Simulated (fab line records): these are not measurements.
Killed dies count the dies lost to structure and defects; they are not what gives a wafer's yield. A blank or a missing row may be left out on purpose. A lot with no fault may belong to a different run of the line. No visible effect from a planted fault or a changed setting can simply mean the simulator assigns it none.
Which tool was responsible? -- flow nand harc -- 24 lots with 72 wafers sampled at 3 steps, on a route of 1302 steps

## WHAT EACH GAUGE READ, for each wafer
NHARC_P_STI_OCD_MEAS_17.
lot,measured,on,trench depth nm (nm),trench foot cd nm (nm)
L075,day 3 02:03,ocd-02,297 289 293,153 156 155
L074,day 3 02:13,ocd-01,303 297 299,158 159 153
L076,day 3 16:47,ocd-02,302 298 295,159 159 157
L077,day 4 01:04,ocd-02,297 301 302,155 156 157
L078,day 4 10:58,ocd-01,294 293 296,158 157 158
L079,day 4 22:26,ocd-02,300 298 299,157 162 158
L080,day 5 07:38,ocd-02,294 288 298,156 164 158
L081,day 5 17:04,ocd-02,301 297 305,162 159 153
L082,day 6 07:11,ocd-01,289 295 290,162 158 164
L083,day 6 13:29,ocd-02,290 293 299,162 158 155
L084,day 6 22:36,ocd-02,303 289 305,159 163 158
L085,day 7 09:53,ocd-02,288 288 292,151 156 156
L087,day 8 02:19,ocd-02,296 284 299,157 157 158
L086,day 8 02:29,ocd-01,301 289 291,156 157 154
L088,day 8 16:59,ocd-01,298 312 300,159 156 153
L089,day 9 02:02,ocd-01,304 296 307,159 160 153
L090,day 9 12:39,ocd-01,290 296 305,158 161 162
L091,day 9 20:41,ocd-02,307 296 304,159 157 151
L092,day 10 07:24,ocd-01,313 306 296,157 160 157
L093,day 10 18:10,ocd-02,295 298 310,163 162 156
L094,day 11 03:44,ocd-01,303 303 300,156 158 161
L095,day 11 14:41,ocd-02,293 304 300,163 156 156
L096,day 12 01:34,ocd-02,298 297 302,163 160 154
L097,day 12 11:12,ocd-02,292 306 297,160 159 158

NHARC_P_GATE_CD_MEAS_46: the cd target is 720 nm.
lot,measured,on,cd nm (nm)
L075,day 5 17:14,cd sem-02,724.7 723.1 718.6
L074,day 5 17:40,cd sem-03,723.6 721.8 719.5
L076,day 6 09:21,cd sem-02,721.0 720.2 721.5
L077,day 6 16:21,cd sem-01,723.3 718.0 720.5
L078,day 7 01:12,cd sem-03,721.6 724.6 720.1
L079,day 7 15:02,cd sem-02,718.2 722.1 717.1
L080,day 7 19:47,cd sem-03,720.9 720.3 722.0
L081,day 8 07:19,cd sem-03,723.8 722.8 724.2
L082,day 8 21:03,cd sem-03,722.0 720.1 716.5
L083,day 9 04:16,cd sem-01,719.9 718.2 716.2
L084,day 9 18:04,cd sem-03,725.8 720.1 719.9
L085,day 10 02:13,cd sem-01,716.1 716.1 720.0
L087,day 10 22:05,cd sem-01,718.4 717.0 718.2
L086,day 10 22:57,cd sem-03,720.6 718.7 722.8
L088,day 11 12:20,cd sem-02,718.0 718.6 721.0
L089,day 11 12:40,cd sem-01,720.5 718.5 717.8
L090,day 12 03:32,cd sem-03,722.1 719.2 720.2
L091,day 12 11:31,cd sem-01,721.9 718.0 721.3
L092,day 12 21:38,cd sem-03,722.9 722.9 721.4
L093,day 13 07:40,cd sem-03,723.1 720.3 721.7
L094,day 13 22:29,cd sem-03,717.0 722.3 723.0
L095,day 14 02:44,cd sem-03,720.6 720.1 722.5
L096,day 14 17:35,cd sem-03,724.2 716.6 721.4
L097,day 15 00:31,cd sem-02,720.2 720.9 723.4

## WHICH TOOL RAN EACH LOT (tool, then ch and the chambers of the sampled wafers, then the start)
lot,NHARC_P_GATE_ETCH_32
L075,"rie si-04 ch 0,1,2, day 5 06:03"
L074,"rie si-03 ch 0,1, day 5 06:17"
L076,"rie si-04 ch 0,1,3, day 5 21:52"
L077,"rie si-06 ch 0,1,2, day 6 04:59"
L078,"rie si-06 ch 0,2, day 6 13:55"
L079,"rie si-06 ch 0,2, day 7 03:52"
L080,"rie si-06 ch 1,2,3, day 7 08:18"
L081,"rie si-04 ch 1,2,3, day 7 20:02"
L082,"rie si-06 ch 0,2,3, day 8 09:47"
L083,"rie si-06 ch 1,2,3, day 8 17:00"
L084,"rie si-06 ch 0,1,3, day 9 06:51"
L085,"rie si-04 ch 0,1,2, day 9 14:58"
L087,"rie si-06 ch 0,1,3, day 10 10:54"
L086,"rie si-04 ch 0,3, day 10 11:32"
L088,"rie si-04 ch 2,3, day 11 01:06"
L089,"rie si-06 ch 1,2, day 11 01:16"
L090,"rie si-04 ch 0,1,2, day 11 16:24"
L091,"rie si-03 ch 0,2,3, day 12 00:08"
L092,"rie si-04 ch 1,2,3, day 12 10:19"
L093,"rie si-04 ch 0,1,2, day 12 20:22"
L094,"rie si-03 ch 0,2,3, day 13 11:11"
L095,"rie si-06 ch 2,3, day 13 15:28"
L096,"rie si-06 ch 0,2,3, day 14 06:25"
L097,"rie si-06 ch 1,2,3, day 14 13:24"
- NHARC_P_GATE_ETCH_32: etches the open film in HBr/Cl2, target depth 150 nm, time 100.1 s.

## AS READ BY THE TOOLS THEMSELVES (means over the sampled wafers that have a number; for cases with no such wafer, the mark the record gives instead)
NHARC_P_GATE_ETCH_32.
lot,tool,drypump motor current A (A),oes product au (a.u.),throttle valve pct (%)
L075,rie si-04,5.9,1.002,26.406
L074,rie si-03,5.9,0.988,26.414
L076,rie si-04,5.5,1.005,26.410
L077,rie si-06,5.8,1.017,26.404
L078,rie si-06,5.8,1.013,26.413
L079,rie si-06,5.7,1.010,26.406
L080,rie si-06,6.0,1.008,26.409
L081,rie si-04,5.8,0.996,26.405
L082,rie si-06,5.9,1.025,26.394
L083,rie si-06,5.9,1.014,26.406
L084,rie si-06,5.9,1.014,26.409
L085,rie si-04,5.8,1.007,26.398
L087,rie si-06,5.9,1.017,26.418
L086,rie si-04,5.8,1.025,26.412
L088,rie si-04,6.3,1.009,26.404
L089,rie si-06,5.8,1.025,26.411
L090,rie si-04,5.8,1.002,26.404
L091,rie si-03,5.3,0.995,26.404
L092,rie si-04,5.8,0.995,26.401
L093,rie si-04,5.9,1.017,26.393
L094,rie si-03,5.3,0.992,26.407
L095,rie si-06,5.9,1.016,26.412
L096,rie si-06,5.9,0.998,26.420
L097,rie si-06,5.9,1.009,26.406

## THE ANSWER, worked out from the rows above alone
Rule: what is usual is taken from the lots themselves. Put in order of their means at a reading, lots are off if they are a third of the lots or fewer, leave a main group of 4 or more, and stand apart from it by a gap of 3 or more times the standard deviation of the main group's means; of several such gaps the widest counts. The tables above print the reading to a certain number of digits; a main group whose means all agree to those digits is not used. Also off: a lot with no number at a reading for which 4 or more lots have one. The other lots that the step has rows for count as sound. Order of review: gauges by route order, followed by the tools' own readings, for which a lot's mean as printed above is used. The first step at which some lot is off is used, and at that step the reading that is off furthest; a lot without a number counts as furthest.
Nothing can be told from this: no lot is off at any reading shown.

## WHAT WAS PUT IN BY THE SIMULATOR
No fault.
